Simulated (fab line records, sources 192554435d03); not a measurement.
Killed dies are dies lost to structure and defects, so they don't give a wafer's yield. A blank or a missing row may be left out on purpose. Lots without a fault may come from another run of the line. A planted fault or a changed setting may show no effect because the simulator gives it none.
fab line records | flow n5_finfet
record lots=23 wafers=69 last_day=18
route steps=1938 shown BEOL_M14@1751 BEOL_M15@1795
lots that met no fault: from a run of the same line without faults
start_h: hours from the record's first day to the start of the lot's first wafer shown | wait_h: hours since the lot's step before | " the same as in the row above | L1.1+2: a row that stands for several wafers | - no value, or no start given | * or withheld: withheld | < > ~ a bound
route shown NAME@n: a module of which the file shows steps, and the number in the route of the first | usual: mean/standard deviation of fault-free wafers | same: alike in all rows | chamber/n: place in a boat | sites: the reading at each site | _std_site: their standard deviation | _edge_site: outer sites' mean less inner sites' | radius_mm: how far each site lies from the wafer's centre | mask NAME#n: copy n | behind: the tool/chamber that last shaped the wafer | hold: why the lot was held/for how many hours/how that ended | device: the transistor (n, p or np) that didn't switch | end of line: the same wafers' tests at the end of the route | a step without rows: its recipe alone | killed: dies lost to structure and defects at the first sort, not the wafer's yield | map: a wafer's dies, x killed, . not, _ none there
set.NAME: the setting as run; set.NAME@STEP: as run at that earlier step | model.NAME: the simulator's own value behind a step, which no gauge read
steps of the route over a sample of lots; a table a step, a row a wafer
services: from which hour (start_h, from the record's first day; less than 0 if before it) a tool's chamber was out of use, for how many hours, and why
## steps
# step N5_BEOL_M14_ETCH_68
# recipe chemistry=N2/H2 target=SOC mask_material=SiARC source_w=3000 bias_w=350 temp_c=40 time_s=450 ion_energy_ev=200 pressure_mtorr=30 n2_flow_sccm=200 h2_flow_sccm=200
# usual drypump_motor_current_A=5.7/0.45 oes_product_au=0.82/0.089 rf_vpp_V=524.7/2.6 showerhead_plenum_p_Torr=2.58/0.095 throttle_valve_pct=17.77/0.25
# same time_s=450
# columns lot.wafer tool chamber start_h wait_h drypump_motor_current_A oes_product_au rf_hours_counter_h rf_vpp_V showerhead_plenum_p_Torr throttle_valve_pct
L074.3 rie_diel-05 3 240.30 0.1 4.9 0.69 219 527.1 2.63 17.92
L074.4 " 2 " " 5.6 0.87 33 527.9 2.71 17.56
L074.5 " 3 " " 4.8 0.68 - 527.6 2.63 17.92
L075.1 rie_diel-02 0 269.05 0.1 6.3 0.72 205 522.4 2.52 17.60
L075.3 " 3 " " 5.8 0.94 10 521.3 2.50 17.45
L075.6 " 0 " " 6.4 0.72 - 522.6 2.52 17.58
L076.1 rie_diel-05 0 269.52 0.1 5.9 0.87 57 521.6 2.47 17.46
L076.3 " 2 " " 5.5 0.86 42 527.8 2.70 17.59
L076.4 " 0 " " 5.9 0.87 - 521.1 2.47 17.46
L079.1 rie_diel-06 0 271.56 0.1 5.9 0.98 0 522.7 2.50 17.82
L079.4 " 2 " " 5.1 0.69 223 519.3 2.41 18.19
L079.6 " 0 " " 5.8 0.97 - 522.5 2.50 17.83
L077.1 rie_diel-05 3 275.19 0.1 4.9 0.68 231 527.9 2.63 17.93
L077.3 " 1 " " 5.2 0.79 109 524.1 2.57 18.12
L077.6 " 2 " " 5.5 0.85 - 526.5 2.70 17.58
L078.1 rie_diel-06 1 281.36 0.1 5.9 0.90 41 530.0 2.70 18.11
L078.4 " 3 " " 5.7 0.82 78 527.9 2.68 17.69
L078.5 " 0 " " 5.8 0.94 - 523.6 2.50 17.83
L080.1 rie_diel-05 2 283.17 0.1 5.5 0.85 49 528.1 2.70 17.58
L080.3 " 3 " " 4.8 0.67 234 526.0 2.62 17.94
L080.5 " 0 " " 5.9 0.85 - 523.0 2.47 17.49
L081.1 rie_diel-06 2 296.73 0.1 5.1 0.68 232 520.4 2.41 18.22
L081.2 " 3 " " 5.7 0.83 83 527.4 2.68 17.68
L081.5 " 0 " " 5.8 0.93 - 523.7 2.50 17.84
L083.4 rie_diel-06 2 309.13 0.1 5.1 0.68 237 520.4 2.40 18.21
L083.5 " 1 " " 5.9 0.87 - 529.1 2.70 18.11
L083.6 " 0 " " 5.8 0.90 - 521.3 2.50 17.85
L084.2 rie_diel-02 3 318.50 0.1 5.8 0.90 29 521.1 2.49 17.50
L084.4 " 2 " " 5.9 0.70 243 525.7 2.61 17.85
L084.5 " 2 " " 5.9 0.69 - 524.9 2.61 17.85
L086.1 rie_diel-06 2 319.52 0.1 5.1 0.67 242 519.7 2.40 18.23
L086.2 " 0 " " 5.8 0.89 20 523.3 2.50 17.86
L086.3 " 1 " " 5.9 0.87 56 527.0 2.70 18.14
L085.2 rie_diel-05 1 329.07 0.1 5.2 0.76 128 525.3 2.56 18.14
L085.4 " 0 " " 5.9 0.84 - 519.7 2.46 17.49
L085.6 " 1 " " 5.2 0.77 - 523.6 2.56 18.14
L088.1 rie_diel-06 1 331.58 0.1 5.9 0.87 61 526.5 2.69 18.14
L088.4 " 3 " " 5.7 0.81 90 526.9 2.68 17.72
L088.6 " 1 " " 5.9 0.86 - 526.4 2.69 18.15
L087.1 rie_diel-05 1 334.34 0.1 5.2 0.76 131 524.8 2.56 18.13
L087.2 " 2 " " 5.5 0.82 68 527.0 2.69 17.62
L087.6 " 0 " " 5.9 0.84 - 521.9 2.46 17.50
L090.3 rie_diel-05 1 347.96 0.1 5.2 0.76 137 525.4 2.56 18.16
L090.4 " 3 " " 4.9 1.01 2 525.4 2.62 17.60
L090.5 " 3 " " 4.9 1.00 - 526.5 2.62 17.59
L089.2 rie_diel-02 0 351.32 0.1 6.4 0.69 238 523.9 2.50 17.63
L089.3 " 3 " " 5.8 0.87 43 522.3 2.48 17.50
L089.5 " 3 " " 5.7 0.88 - 521.9 2.48 17.52
L092.2 rie_diel-02 3 357.97 0.1 5.8 0.87 47 523.2 2.48 17.53
L092.3 " 1 " " 6.6 0.74 145 526.8 2.65 17.64
L092.5 " 3 " " 5.8 0.86 - 520.8 2.48 17.55
L091.2 rie_diel-05 0 358.48 0.1 5.9 0.83 87 521.8 2.46 17.51
L091.4 " 1 " " 5.2 0.76 141 523.5 2.55 18.17
L091.6 " 1 " " 5.2 0.76 - 522.2 2.55 18.17
L093.1 rie_diel-02 3 368.33 0.1 5.8 0.86 50 521.4 2.48 17.54
L093.4 " 1 " " 6.6 0.76 148 527.9 2.65 17.64
L093.6 " 3 " " 5.8 0.86 - 523.1 2.48 17.53
L094.1 rie_diel-02 0 371.41 0.1 6.4 0.68 247 522.4 2.50 17.66
L094.3 " 1 " " 6.6 0.75 149 524.4 2.65 17.64
L094.4 " 2 " " 6.0 0.99 3 525.5 2.61 17.44
L096.3 rie_diel-05 3 389.78 0.1 4.8 0.94 18 524.7 2.61 17.61
L096.4 " 2 " " 5.5 0.79 - 525.9 2.68 17.68
L096.5 " 3 " " 4.8 0.94 - 524.1 2.61 17.61
L095.2 rie_diel-06 3 390.01 0.1 5.8 0.79 114 527.5 2.66 17.75
L095.3 " 0 " " 5.8 0.85 48 523.8 2.48 17.93
L095.4 " 1 " " 5.9 0.83 85 526.9 2.68 18.19
L097.2 rie_diel-06 0 395.96 0.1 5.8 0.84 51 521.8 2.48 17.91
L097.3 " 3 " " 5.8 0.78 117 527.5 2.66 17.76
L097.4 " 2 " " 5.1 0.97 6 529.6 2.71 17.78
# step N5_BEOL_M14_SPUTTER_43
# recipe material=TaN target_thk_a=150 temp_c=50 bias_v=168.6 power_w=15000 chamber_pressure_pa=0.12 time_s=24.19
# usual throttle_valve_pct=29.8/0.9
# same time_s=24.19
# columns lot.wafer tool chamber start_h wait_h throttle_valve_pct
L074.3 pvd_sputter-02 - 245.39 0.0 28.9
L074.4 " - " " 28.9
L074.5 " - " " 28.7
L075.1 pvd_sputter-02 - 270.49 0.0 29.6
L075.3 " - " " 28.6
L075.6 " - " " 28.8
L076.1 pvd_sputter-01 - 270.73 0.0 31.9
L076.3 " - " " 29.1
L076.4 " - " " 30.1
L079.1 pvd_sputter-01 - 274.38 0.0 30.6
L079.4 " - " " 30.1
L079.6 " - " " 31.6
L077.1 pvd_sputter-03 - 279.14 0.0 29.9
L077.3 " - " " 30.0
L077.6 " - " " 29.7
L078.1 pvd_sputter-02 - 283.13 0.0 28.9
L078.4 " - " " 28.8
L078.5 " - " " 29.8
L080.1 pvd_sputter-01 - 287.73 0.0 31.5
L080.3 " - " " 28.9
L080.5 " - " " 31.5
L081.1 pvd_sputter-03 - 298.87 0.0 30.2
L081.2 " - " " 31.1
L081.5 " - " " 30.5
L083.4 pvd_sputter-02 - 311.25 0.0 29.5
L083.5 " - " " 28.6
L083.6 " - " " 29.0
L084.2 pvd_sputter-01 - 320.93 0.0 28.8
L084.4 " - " " 30.5
L084.5 " - " " 30.6
L086.1 pvd_sputter-01 - 325.41 0.0 30.7
L086.2 " - " " 31.6
L086.3 " - " " 29.9
L085.2 pvd_sputter-01 - 332.82 0.0 30.4
L085.4 " - " " 29.9
L085.6 " - " " 31.7
L088.1 pvd_sputter-01 - 333.24 0.0 28.8
L088.4 " - " " 30.1
L088.6 " - " " 30.0
L087.1 pvd_sputter-02 - 337.85 0.0 28.7
L087.2 " - " " 28.8
L087.6 " - " " 28.9
L090.3 pvd_sputter-01 - 350.81 0.0 29.3
L090.4 " - " " 30.5
L090.5 " - " " 30.6
L089.2 pvd_sputter-03 - 357.96 0.0 30.4
L089.3 " - " " 30.1
L089.5 " - " " 30.6
L092.2 pvd_sputter-02 - 360.93 0.0 29.8
L092.3 " - " " 28.7
L092.5 " - " " 28.8
L091.2 pvd_sputter-02 - 363.69 0.0 28.8
L091.4 " - " " 29.0
L091.6 " - " " 29.1
L093.1 pvd_sputter-01 - 369.35 0.0 29.3
L093.4 " - " " 31.3
L093.6 " - " " 29.9
L094.1 pvd_sputter-01 - 379.07 0.0 30.2
L094.3 " - " " 29.0
L094.4 " - " " 31.5
L096.3 pvd_sputter-03 - 393.47 0.0 30.6
L096.4 " - " " 29.8
L096.5 " - " " 30.2
L095.2 pvd_sputter-02 - 393.89 0.0 28.8
L095.3 " - " " 28.7
L095.4 " - " " 29.0
L097.2 pvd_sputter-02 - 397.54 0.0 29.0
L097.3 " - " " 28.8
L097.4 " - " " 28.7
# step N5_BEOL_M14_THK_MEAS_50
# recipe thk_meas_gauge=xrf reads=Cu_of_BEOL_M14_ECD_47
# usual M14_THK=547/11
# columns lot.wafer tool chamber start_h wait_h M14_THK[nm]
L074.3 film_metro-01 - 247.07 - 541
L074.4 " - " " 552
L074.5 " - " " 539
L075.1 film_metro-01 - 272.75 - 549
L075.3 " - " " 539
L075.6 " - " " 542
L076.1 film_metro-01 - 272.99 - 554
L076.3 " - " " 542
L076.4 " - " " 550
L079.1 film_metro-02 - 275.44 - 541
L079.4 " - " " 541
L079.6 " - " " 541
L077.1 film_metro-02 - 280.20 - 538
L077.3 " - " " 552
L077.6 " - " " 544
L078.1 film_metro-01 - 284.19 - 562
L078.4 " - " " 567
L078.5 " - " " 546
L080.1 film_metro-02 - 289.01 - 539
L080.3 " - " " 529
L080.5 " - " " 550
L081.1 film_metro-02 - 299.94 - 541
L081.2 " - " " 557
L081.5 " - " " 542
L083.4 film_metro-01 - 312.31 - 527
L083.5 " - " " 550
L083.6 " - " " 531
L084.2 film_metro-02 - 322.82 - 549
L084.4 " - " " 536
L084.5 " - " " 539
L086.1 film_metro-02 - 326.64 - 534
L086.2 " - " " 538
L086.3 " - " " 560
L085.2 film_metro-01 - 334.89 - 537
L085.4 " - " " 554
L085.6 " - " " 535
L088.1 film_metro-02 - 335.02 - 565
L088.4 " - " " 562
L088.6 " - " " 567
L087.1 film_metro-01 - 338.90 - 535
L087.2 " - " " 531
L087.6 " - " " 556
L090.3 film_metro-02 - 351.96 - 542
L090.4 " - " " 564
L090.5 " - " " 565
L089.2 film_metro-02 - 359.80 - 551
L089.3 " - " " 548
L089.5 " - " " 548
L092.2 film_metro-02 - 362.26 - 535
L092.3 " - " " 542
L092.5 " - " " 531
L091.2 film_metro-01 - 364.77 0.1 555
L091.4 " - " " 538
L091.6 " - " " 537
L093.1 film_metro-01 - 370.53 - 537
L093.4 " - " " 545
L093.6 " - " " 529
L094.1 film_metro-02 - 380.13 - 552
L094.3 " - " " 546
L094.4 " - " " 552
L096.3 film_metro-01 - 394.53 - 556
L096.4 " - " " 546
L096.5 " - " " 564
L095.2 film_metro-01 - 395.74 - 563
L095.3 " - " " 550
L095.4 " - " " 564
L097.2 film_metro-01 - 398.62 - 546
L097.3 " - " " 562
L097.4 " - " " 567
# step N5_BEOL_M15_ETCH_57
# recipe chemistry=N2/H2 target=SOC source_w=3000 bias_w=350 time_s=750 ion_energy_ev=200 pressure_mtorr=30 n2_flow_sccm=200 h2_flow_sccm=200
# usual drypump_motor_current_A=5.8/0.59 oes_product_au=0.81/0.093 rf_vpp_V=524.6/2.8 showerhead_plenum_p_Torr=2.57/0.096 throttle_valve_pct=17.72/0.21
# same time_s=750
# columns lot.wafer tool chamber start_h wait_h drypump_motor_current_A oes_product_au rf_hours_counter_h rf_vpp_V showerhead_plenum_p_Torr throttle_valve_pct
L074.3 rie_diel-01 1 248.76 - 4.7 0.92 19 524.9 2.60 17.72
L074.4 " 2 " " 6.6 0.93 12 523.0 2.49 17.75
L074.5 " 1 " " 4.7 0.91 - 526.5 2.60 17.70
L075.1 rie_diel-03 1 274.36 - 6.1 0.71 172 527.0 2.64 17.88
L075.3 " 3 " " 6.4 0.86 42 528.5 2.69 17.42
L075.6 " 2 " " 5.5 0.71 - 523.1 2.51 18.05
L076.1 rie_diel-01 3 274.54 - 6.2 0.76 137 519.7 2.44 17.63
L076.3 " 1 " " 4.7 0.91 26 524.8 2.60 17.74
L076.4 " 0 " " 5.9 0.89 52 527.7 2.69 17.47
L079.1 rie_diel-03 2 277.01 - 5.5 0.70 218 521.8 2.51 18.06
L079.4 " 1 " " 6.1 0.71 173 526.6 2.64 17.87
L079.6 " 0 " " 5.1 0.71 - 519.9 2.42 17.64
L077.1 rie_diel-03 2 281.78 - 5.5 0.70 220 524.6 2.51 18.07
L077.3 " 0 " " 5.1 0.71 200 520.6 2.42 17.65
L077.6 " 3 " " 6.4 0.86 - 528.6 2.69 17.43
L078.1 rie_diel-01 2 285.85 - 6.6 0.90 23 525.1 2.49 17.78
L078.4 " 0 " " 5.9 0.89 - 528.0 2.69 17.48
L078.5 " 2 " " 6.6 0.91 - 522.4 2.49 17.78
L080.1 rie_diel-03 2 290.64 - 5.5 0.70 223 523.3 2.51 18.05
L080.3 " 0 " " 5.2 0.70 203 519.0 2.42 17.65
L080.5 " 3 " " 6.4 0.86 - 526.2 2.69 17.43
L081.1 rie_diel-04 0 301.50 - 5.4 0.74 198 527.0 2.63 18.04
L081.2 " 1 " " 5.4 0.88 45 524.1 2.57 17.61
L081.5 " 2 " " 6.1 0.96 - 522.8 2.49 17.59
L083.4 rie_diel-04 1 314.13 - 5.4 0.87 - 525.3 2.57 17.62
L083.5 " 0 " " 5.4 0.73 - 523.5 2.63 18.08
L083.6 " 2 " " 6.1 0.94 - 523.6 2.49 17.61
L084.2 rie_diel-01 0 324.41 - 5.9 0.87 67 528.5 2.68 17.52
L084.4 " 2 " " 6.5 0.89 35 524.5 2.48 17.81
L084.5 " 3 " " 6.2 0.75 - 521.2 2.44 17.66
L086.1 rie_diel-04 0 328.08 - 5.4 0.73 209 526.4 2.63 18.05
L086.2 " 3 " " 6.8 0.98 2 528.0 2.71 17.20
L086.3 " 1 " " 5.4 0.87 55 525.3 2.57 17.63
L085.2 rie_diel-01 0 336.35 - 5.8 0.86 70 528.0 2.68 17.51
L085.4 " 2 " " 6.6 0.87 39 522.9 2.48 17.81
L085.6 " 2 " " 6.5 0.87 - 523.1 2.48 17.80
L088.1 rie_diel-03 1 336.76 - 6.1 0.69 193 525.5 2.64 17.89
L088.4 " 3 " " 6.4 0.83 64 527.5 2.68 17.47
L088.6 " 1 " " 6.1 0.69 - 526.9 2.64 17.90
L087.1 rie_diel-03 3 340.81 - 6.4 0.83 65 528.5 2.68 17.46
L087.2 " 1 " " 6.1 0.70 194 525.5 2.63 17.90
L087.6 " 3 " " 6.4 0.84 - 527.6 2.68 17.48
L090.3 rie_diel-01 1 353.52 - 4.7 0.87 51 526.0 2.59 17.77
L090.4 " 3 " " 6.2 0.74 158 520.7 2.44 17.67
L090.5 " 2 " " 6.6 0.87 - 523.1 2.48 17.83
L089.2 rie_diel-03 2 361.35 - 5.5 0.69 246 523.5 2.50 18.10
L089.3 " 1 " " 6.1 0.69 200 526.4 2.63 17.92
L089.5 " 2 " " 5.5 0.69 - 521.8 2.50 18.10
L092.2 rie_diel-01 3 363.98 - 6.2 0.74 161 521.9 2.43 17.67
L092.3 " 0 " " 5.9 0.86 78 528.0 2.68 17.52
L092.5 " 3 " " 6.2 0.73 - 521.4 2.43 17.68
L091.2 rie_diel-04 0 366.32 - 5.4 0.73 220 526.3 2.62 18.09
L091.4 " 1 " " 5.4 0.85 67 525.7 2.57 17.64
L091.6 " 0 " " 5.4 0.72 - 525.7 2.62 18.09
L093.1 rie_diel-04 2 372.11 - 6.1 0.90 37 524.1 2.48 17.66
L093.4 " 0 " " 5.4 0.73 222 527.7 2.62 18.09
L093.6 " 0 " " 5.3 0.71 - 525.2 2.62 18.09
L094.1 rie_diel-03 1 381.56 - 6.1 0.67 207 524.7 2.63 17.91
L094.3 " 0 " " 5.1 0.68 224 520.5 2.41 17.68
L094.4 " 1 " " 6.1 0.68 - 525.6 2.63 17.93
L096.3 rie_diel-01 2 396.07 - 6.6 0.84 57 521.8 2.47 17.83
L096.4 " 3 " " 6.2 0.73 171 519.9 2.43 17.69
L096.5 " 1 " " 4.7 0.84 - 525.1 2.58 17.79
L095.2 rie_diel-03 3 397.41 - 6.4 0.81 86 527.2 2.67 17.51
L095.3 " 2 " " 5.5 1.00 3 523.3 2.50 17.70
L095.4 " 1 " " 6.1 0.68 214 525.6 2.63 17.94
L097.2 rie_diel-03 3 400.29 - 6.4 0.81 87 528.1 2.67 17.52
L097.3 " 2 " " 5.5 1.01 5 522.4 2.50 17.69
L097.4 " 0 " " 5.2 0.69 232 520.7 2.40 17.71
# step N5_BEOL_M15_TRENCH_ETCH_34
# recipe chemistry=C4F8/O2/Ar target=SiO2 target_depth_a=8729.3 he_inner_torr=15 he_outer_torr=30 time_s=199 ion_energy_ev=800 pressure_mtorr=20 source_w=1905 bias_w=2040 Ar_flow_sccm=400 C4F8_flow_sccm=16 O2_flow_sccm=12
# usual drypump_motor_current_A=5.9/0.59 oes_product_au=0.78/0.096 rf_vpp_V=2227/23 showerhead_plenum_p_Torr=3.47/0.13 throttle_valve_pct=30.86/0.22
# same time_s=199
# columns lot.wafer tool chamber start_h wait_h drypump_motor_current_A oes_product_au rf_hours_counter_h rf_vpp_V showerhead_plenum_p_Torr throttle_valve_pct
L074.3 rie_diel-04 1 249.83 0.0 5.4 0.90 29 2235 3.52 31.08
L074.4 " 1 " " 5.4 0.90 - 2235 3.52 31.07
L074.5 " 3 " " 6.8 0.67 - 2195 3.26 30.53
L075.1 rie_diel-03 1 275.43 0.0 6.1 0.71 172 2257 3.55 30.89
L075.3 " 3 " " 6.4 0.86 42 2257 3.64 30.61
L075.6 " 2 " " 5.5 0.71 - 2218 3.41 31.13
L076.1 rie_diel-04 1 275.68 0.0 5.4 0.89 36 2233 3.51 31.10
L076.3 " 2 " " 6.1 1.00 3 2215 3.38 30.77
L076.4 " 0 " " 5.4 0.75 190 2206 3.56 31.17
L079.1 rie_diel-03 3 278.13 0.0 6.5 0.85 43 2256 3.64 30.62
L079.4 " 1 " " 6.1 0.71 173 2254 3.55 30.88
L079.6 " 1 " " 6.1 0.71 - 2256 3.55 30.88
L077.1 rie_diel-03 1 282.72 0.0 6.1 0.71 175 2257 3.55 30.88
L077.3 " 2 " " 5.5 0.70 220 2216 3.41 31.14
L077.6 " 0 " " 5.1 0.71 - 2197 3.29 30.69
L078.1 rie_diel-01 0 286.80 0.0 5.9 0.87 56 2198 3.61 30.61
L078.4 " 2 " " 6.6 0.91 - 2217 3.37 31.04
L078.5 " 0 " " 5.9 0.87 - 2199 3.61 30.63
L080.1 rie_diel-01 1 291.68 0.1 4.7 0.89 32 2232 3.51 31.04
L080.3 " 1 " " 4.7 0.89 - 2232 3.51 31.04
L080.5 " 1 " " 4.7 0.90 - 2233 3.51 31.03
L081.1 rie_diel-01 0 302.45 0.0 5.9 0.87 60 2197 3.61 30.63
L081.2 " 2 " " 6.6 0.89 29 2218 3.37 31.03
L081.5 " 2 " " 6.6 0.89 - 2218 3.37 31.04
L083.4 rie_diel-04 1 315.24 0.1 5.4 0.87 - 2233 3.51 31.10
L083.5 " 2 " " 6.1 0.93 - 2217 3.37 30.78
L083.6 " 0 " " 5.4 0.73 - 2204 3.55 31.19
L084.2 rie_diel-03 0 325.74 0.0 5.1 0.70 206 2197 3.28 30.71
L084.4 " 2 " " 5.5 0.70 235 2216 3.40 31.16
L084.5 " 2 " " 5.5 0.70 - 2217 3.40 31.16
L086.1 rie_diel-03 2 329.17 0.0 5.5 0.70 236 2216 3.40 31.15
L086.2 " 0 " " 5.1 0.70 207 2195 3.28 30.71
L086.3 " 3 " " 6.4 0.83 61 2256 3.63 30.62
L085.2 rie_diel-03 0 337.43 0.0 5.2 0.70 210 2194 3.28 30.71
L085.4 " 3 " " 6.5 0.83 64 2256 3.63 30.64
L085.6 " 2 " " 5.5 0.69 - 2214 3.40 31.15
L088.1 rie_diel-03 1 337.71 0.0 6.1 0.69 194 2255 3.54 30.91
L088.4 " 3 " " 6.4 0.83 64 2257 3.63 30.64
L088.6 " 1 " " 6.1 0.70 - 2252 3.54 30.89
L087.1 rie_diel-04 2 342.02 0.0 6.1 0.93 28 2214 3.37 30.79
L087.2 " 0 " " 5.4 0.73 213 2203 3.55 31.21
L087.6 " 3 " " 6.8 0.96 - 2231 3.65 30.41
L090.3 rie_diel-04 3 354.46 0.0 6.7 0.96 11 2230 3.64 30.40
L090.4 " 0 " " 5.4 0.72 217 2205 3.54 31.19
L090.5 " 2 " " 6.1 0.91 - 2216 3.37 30.81
L089.2 rie_diel-03 0 362.42 0.0 5.1 0.69 217 2195 3.28 30.71
L089.3 " 3 " " 6.5 0.82 72 2254 3.62 30.66
L089.5 " 2 " " 5.5 0.68 - 2216 3.39 31.15
L092.2 rie_diel-03 2 365.15 0.0 5.5 0.68 247 2215 3.39 31.16
L092.3 " 0 " " 5.1 0.70 219 2195 3.28 30.72
L092.5 " 2 " " 5.5 0.68 - 2215 3.39 31.15
L091.2 rie_diel-01 1 367.48 0.0 4.7 0.86 55 2232 3.50 31.06
L091.4 " 3 " " 6.2 0.73 163 2252 3.30 30.72
L091.6 " 3 " " 6.2 0.74 - 2251 3.30 30.75
L093.1 rie_diel-03 1 373.16 0.0 6.1 0.68 204 2254 3.54 30.90
L093.4 " 0 " " 5.1 0.69 - 2195 3.28 30.72
L093.6 " 3 " " 6.5 0.82 - 2254 3.62 30.65
L094.1 rie_diel-03 3 382.51 0.0 6.4 0.82 80 2254 3.62 30.68
L094.3 " 1 " " 6.1 0.68 208 2253 3.53 30.91
L094.4 " 1 " " 6.1 0.68 - 2253 3.53 30.90
L096.3 rie_diel-03 3 397.15 0.0 6.5 0.80 86 2253 3.61 30.68
L096.4 " 1 " " 6.1 0.67 214 2252 3.53 30.91
L096.5 " 0 " " 5.1 0.69 - 2195 3.27 30.72
L095.2 rie_diel-04 0 398.48 0.0 5.4 0.70 230 2205 3.54 31.19
L095.3 " 3 " " 6.8 0.91 24 2231 3.64 30.40
L095.4 " 1 " " 5.4 0.83 76 2232 3.49 31.10
L097.2 rie_diel-03 0 401.36 0.0 5.1 0.68 232 2194 3.27 30.74
L097.3 " 3 " " 6.4 0.81 87 2254 3.61 30.67
L097.4 " 1 " " 6.1 0.68 216 2253 3.53 30.92
# step N5_BEOL_M15_STRIP_62
# recipe chemistry=O2 power_w=600 temp_c=60 pressure_mtorr=30 rf_frequency_hz=6e+07 bias_power_w=0 overash_fraction=0.3 o2_flow_sccm=225
# usual drypump_motor_current_A=5.8/0.61 oes_product_au=0.80/0.089 rf_vpp_V=3.7/0.46 showerhead_plenum_p_Torr=2.11/0.084 throttle_valve_pct=16.63/0.18
# columns lot.wafer tool chamber start_h wait_h drypump_motor_current_A oes_product_au rf_hours_counter_h rf_vpp_V showerhead_plenum_p_Torr throttle_valve_pct
L074.3 rie_diel-04 3 - - 6.7 0.67 238 3.3 1.98 16.62
L074.4 " 1 " " 5.4 0.91 - 3.7 2.13 16.52
L074.5 " 0 " " 5.4 0.74 - 3.6 2.17 16.85
L075.1 rie_diel-03 3 - - 6.5 0.86 43 3.0 2.23 16.41
L075.3 " 1 " " 6.1 0.70 173 4.2 2.19 16.88
L075.6 " 0 " " 5.1 0.71 - 3.9 2.00 16.62
L076.1 rie_diel-03 0 - - 5.1 0.72 198 3.5 2.00 16.61
L076.3 " 2 " " 5.5 0.71 218 3.3 2.07 16.83
L076.4 " 1 " " 6.1 0.72 174 2.6 2.19 16.86
L079.1 rie_diel-04 1 - - 5.4 0.88 37 3.3 2.13 16.53
L079.4 " 0 " " 5.4 0.74 191 4.4 2.16 16.84
L079.6 " 2 " " 6.1 0.98 - 4.3 2.06 16.48
L077.1 rie_diel-03 2 - - 5.5 0.70 221 3.4 2.07 16.83
L077.3 " 3 " " 6.4 0.85 46 4.1 2.23 16.40
L077.6 " 1 " " 6.1 0.71 - 4.6 2.19 16.86
L078.1 rie_diel-03 3 - - 6.4 0.85 47 2.8 2.23 16.40
L078.4 " 2 " " 5.5 0.71 222 3.3 2.07 16.84
L078.5 " 2 " " 5.5 0.70 - 3.7 2.07 16.84
L080.1 rie_diel-03 2 - - 5.4 0.70 224 3.5 2.07 16.83
L080.3 " 3 " " 6.4 0.85 49 4.0 2.23 16.42
L080.5 " 1 " " 6.1 0.71 - 4.2 2.19 16.89
L081.1 rie_diel-01 0 - - 5.9 0.87 61 3.8 2.22 16.46
L081.2 " 3 " " 6.2 0.76 143 3.7 2.01 16.53
L081.5 " 1 " " 4.7 0.89 - 3.3 2.13 16.59
L083.4 rie_diel-04 2 - - 6.1 0.95 - 3.4 2.06 16.49
L083.5 " 0 " " 5.4 0.73 - 4.1 2.16 16.88
L083.6 " 1 " " 5.4 0.88 - 3.3 2.12 16.55
L084.2 rie_diel-03 3 - - 6.4 0.84 60 3.2 2.23 16.43
L084.4 " 2 " " 5.4 0.70 235 4.2 2.06 16.86
L084.5 " 0 " " 5.2 0.70 - 4.4 2.00 16.62
L086.1 rie_diel-01 2 - - 6.6 0.88 38 4.1 2.05 16.69
L086.2 " 3 " " 6.2 0.74 151 3.3 2.00 16.54
L086.3 " 1 " " 4.7 0.87 45 4.1 2.13 16.61
L085.2 rie_diel-01 0 - - 5.9 0.86 71 2.8 2.21 16.48
L085.4 " 1 " " 4.7 0.86 47 4.3 2.12 16.61
L085.6 " 2 " " 6.6 0.87 - 3.9 2.05 16.68
L088.1 rie_diel-01 2 - - 6.5 0.86 40 3.2 2.05 16.71
L088.4 " 0 " " 5.9 0.85 71 3.0 2.21 16.46
L088.6 " 2 " " 6.5 0.86 - 3.9 2.05 16.71
L087.1 rie_diel-04 3 - - 6.8 0.95 8 3.9 2.23 16.19
L087.2 " 1 " " 5.4 0.85 60 3.9 2.12 16.57
L087.6 " 0 " " 5.4 0.73 - 4.8 2.16 16.89
L090.3 rie_diel-01 0 - - 5.9 0.85 76 4.3 2.21 16.48
L090.4 " 1 " " 4.7 0.85 52 4.3 2.12 16.61
L090.5 " 1 " " 4.7 0.85 - 3.8 2.12 16.61
L089.2 rie_diel-03 1 - - 6.1 0.68 201 3.4 2.18 16.93
L089.3 " 3 " " 6.5 0.82 73 4.0 2.22 16.45
L089.5 " 0 " " 5.1 0.70 - 3.8 1.99 16.66
L092.2 rie_diel-03 2 - - 5.5 0.68 249 3.6 2.06 16.89
L092.3 " 3 " " 6.5 0.82 75 3.6 2.22 16.45
L092.5 " 0 " " 5.1 0.70 - 3.4 1.99 16.66
L091.2 rie_diel-01 2 - - 6.6 0.86 49 2.7 2.05 16.73
L091.4 " 3 " " 6.2 0.73 163 3.0 2.00 16.56
L091.6 " 1 " " 4.7 0.86 - 3.6 2.12 16.63
L093.1 rie_diel-01 1 - - 4.7 0.85 57 3.5 2.12 16.60
L093.4 " 2 " " 6.6 0.86 51 4.5 2.05 16.73
L093.6 " 3 " " 6.2 0.73 - 4.8 2.00 16.55
L094.1 rie_diel-04 1 - - 5.4 0.84 72 3.1 2.11 16.59
L094.3 " 2 " " 6.1 0.90 40 4.2 2.05 16.53
L094.4 " 3 " " 6.8 0.91 19 3.8 2.23 16.22
L096.3 rie_diel-03 1 - - 6.1 0.68 215 4.2 2.17 16.94
L096.4 " 2 " " 5.4 0.99 4 4.2 2.05 16.42
L096.5 " 2 " " 5.5 1.00 - 3.7 2.05 16.41
L095.2 rie_diel-01 0 - - 5.8 0.84 90 3.1 2.20 16.49
L095.3 " 3 " " 6.2 0.72 172 3.1 2.00 16.58
L095.4 " 1 " " 4.7 0.84 66 3.7 2.12 16.65
L097.2 rie_diel-03 1 - - 6.1 0.68 216 3.1 2.17 16.95
L097.3 " 3 " " 6.4 0.81 88 3.9 2.22 16.46
L097.4 " 2 " " 5.5 1.00 5 3.0 2.05 16.43
## services
# columns tool chamber start_h hours kind
rie_diel-01 - 217.33 9.7 repair
rie_diel-04 - 217.33 2.1 repair
rie_diel-01 - 229.97 2.8 pm
rie_diel-04 1 239.23 6.4 repair
rie_diel-04 2 247.20 - clean
rie_diel-04 2 247.20 - consumable_replace:focus_ring
rie_diel-04 2 247.20 17.3 scheduled_down
rie_diel-04 2 247.20 17.3 vent_cycle
rie_diel-01 3 284.47 7.4 repair
rie_diel-04 3 295.36 - clean
rie_diel-04 3 295.36 - consumable_replace:focus_ring
rie_diel-04 3 295.36 - consumable_replace:showerhead
rie_diel-04 3 295.36 27.3 scheduled_down
rie_diel-04 3 295.36 27.3 vent_cycle
rie_diel-05 0 304.59 5.7 repair
rie_diel-06 3 310.47 18.0 repair
rie_diel-05 3 328.62 - clean
pvd_sputter-01 - 352.67 1.6 repair
rie_diel-03 2 372.84 - clean
rie_diel-03 2 372.84 - consumable_replace:focus_ring
rie_diel-03 2 372.84 14.8 scheduled_down
rie_diel-03 2 372.84 14.8 vent_cycle
rie_diel-06 2 382.78 5.8 repair
rie_diel-05 0 383.06 16.6 repair
## key
fault none
